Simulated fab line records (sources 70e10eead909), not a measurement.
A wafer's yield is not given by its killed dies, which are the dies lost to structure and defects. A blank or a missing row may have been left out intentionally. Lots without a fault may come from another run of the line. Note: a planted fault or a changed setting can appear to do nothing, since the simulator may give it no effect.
A lot that was struck, set against a sound lot || flow nand-harc || 15 steps out of a route of 1159
Sound: these wafers, L221.1, L221.2, L221.6. Struck: wafer L232.1. (L232.4, L232.6 of the same lot were not struck and are left out.) The cause comes at the end.
Each step with rows lists, per side, the tool, then ch with its chambers, then its first start. Under that, the readings that differ: sound wafers || struck wafers || difference of the means || sigmas: that difference in standard deviations of wafers without a fault.
alike: same words and numbers on both sides, and readings whose means sit less than 2 such deviations apart. not compared: any withheld reading, any reading some wafer has no value for, any bound like >300 that may hide the same value, and any number with overlapping values for which the record gives no deviation.
The two part at a step that has a row with sigmas, a row that says differs or no value, or rows on one side only. Numbers that don't overlap but have no deviation are shown without sigmas and don't part them. A reading that every wafer of one side lacks parts them only if that side has two wafers or more.

first, 3 steps without rows for these wafers: NHARC_THIN_TSV_EXPOSE_09 (exposes mask TSV); NHARC_THIN_TSV_PEB_10 (peb time 85 s); NHARC_THIN_TSV_DEVELOP_11 (time 70 s).
NHARC_THIN_TSV_CD_MEAS_12: target cd 1000 nm.
  sound on cd-sem-01 ch 0, day 18 18:55; struck on cd-sem-01 ch 0, day 21 20:15
  alike: cd-nm
then, 2 steps without rows for these wafers: NHARC_THIN_TSV_HARDBAKE_13 (time 80 s); NHARC_THIN_TSV_DESCUM_14 (chemistry O2, time 3 s).
NHARC_THIN_TSV_ETCH_44: etches the open film in CF4/O2, target depth 1594.2 nm, time 797.1 s.
  sound on rie-diel-02 ch 0,2, day 18 19:13; struck on rie-diel-03 ch 3, day 21 20:33
  alike: chamber-pressure-mTorr, drypump-motor-current-A, oes-product-au, rf-vpp-V, showerhead-plenum-p-Torr, throttle-valve-pct
  not compared: rf-hours-counter-h
NHARC_THIN_TSV_ETCH_15: target depth 3000 nm, bosch target overetch cycles 2, bosch etch step 2.8 s.
  sound on rie-si-03 ch 0,1,2, day 18 19:44; struck on rie-si-02 ch 1, day 21 21:04
  alike: drypump-motor-current-A
  not compared: rf-hours-counter-h
NHARC_THIN_TSV_CD_MEAS_16:
  sound on cd-sem-03 at day 18 19:52; struck on cd-sem-03 at day 21 21:13
  alike: cd-nm
NHARC_THIN_TSV_STRIP_45: strips in O2.
  sound on plasma-asher-01 ch 0,1, day 18 19:57; struck on plasma-asher-01 ch 1, day 21 21:17
  alike: drypump-motor-current-A, heater-power-w, temp-c
  not compared: rf-hours-counter-h
then, 1 step without rows for these wafers: NHARC_THIN_TSV_STRIP_46 (strips in post etch residue remover, time 1200 s).
NHARC_THIN_TSV_DEP_47: deposits SiO2, target thk 200 nm.
  sound on pecvd-04 ch 1,2, day 18 20:44; struck on pecvd-04 ch 0, day 21 22:14
  alike: throttle-valve-pct
NHARC_THIN_TSV_ETCHBACK_48: etches the open film in C4F8/Ar, target depth 1028.5 nm, time 405.17 s.
  sound on rie-diel-02 ch 0,1, day 18 21:09; struck on rie-diel-02 ch 3, day 21 22:35
{"reading": "over-etch-frac", "sound": "0.3 0.3 0.3", "struck": 0.23238, "difference": -0.06762, "sigmas": ""}
  alike: chamber-pressure-mTorr, oes-product-au, rf-vpp-V
  not compared: rf-hours-counter-h
NHARC_THIN_TSV_STRIP_62: strips in N2/H2, time 20 s.
  sound on plasma-asher-01 ch 0,1, day 18 21:30; struck on plasma-asher-01 ch 1, day 21 22:56
  alike: drypump-motor-current-A, heater-power-w, temp-c
  not compared: rf-hours-counter-h
NHARC_END_SORT_01:
  sound on prober-02 ch 0, day 19 17:53; struck on prober-02 ch 0, day 22 13:08
{"reading": "defect-limited-yield (%)", "sound": "95.0 95.1 93.6", "struck": 97.0, "difference": "+2.4", "sigmas": "+2"}
{"reading": "killed-at-array", "sound": "31 30 40", "struck": 13, "difference": -21, "sigmas": -3}
{"reading": "killed-dies", "sound": "34 33 43", "struck": 20, "difference": -17, "sigmas": -2}
{"reading": "sort_bin_3_pct (%)", "sound": "0.30 0.44 0.59", "struck": 0, "difference": "+0", "sigmas": -2}
{"reading": "sort-n-pass", "sound": "643 644 634", "struck": 657, "difference": "+17", "sigmas": "+2"}
{"reading": "sort-yield-pct (%)", "sound": "95.0 95.1 93.6", "struck": 97.0, "difference": "+2.4", "sigmas": "+2"}
  alike: killed-at-other, killed-at-periphery, killed-open, killed-short, sort_bin_2_pct, sort_bin_4_pct, sort-rim-yield-pct

WHERE THEY PART
Only at NHARC_END_SORT_01, as far as this record shows.

WHY: what the simulator had put in
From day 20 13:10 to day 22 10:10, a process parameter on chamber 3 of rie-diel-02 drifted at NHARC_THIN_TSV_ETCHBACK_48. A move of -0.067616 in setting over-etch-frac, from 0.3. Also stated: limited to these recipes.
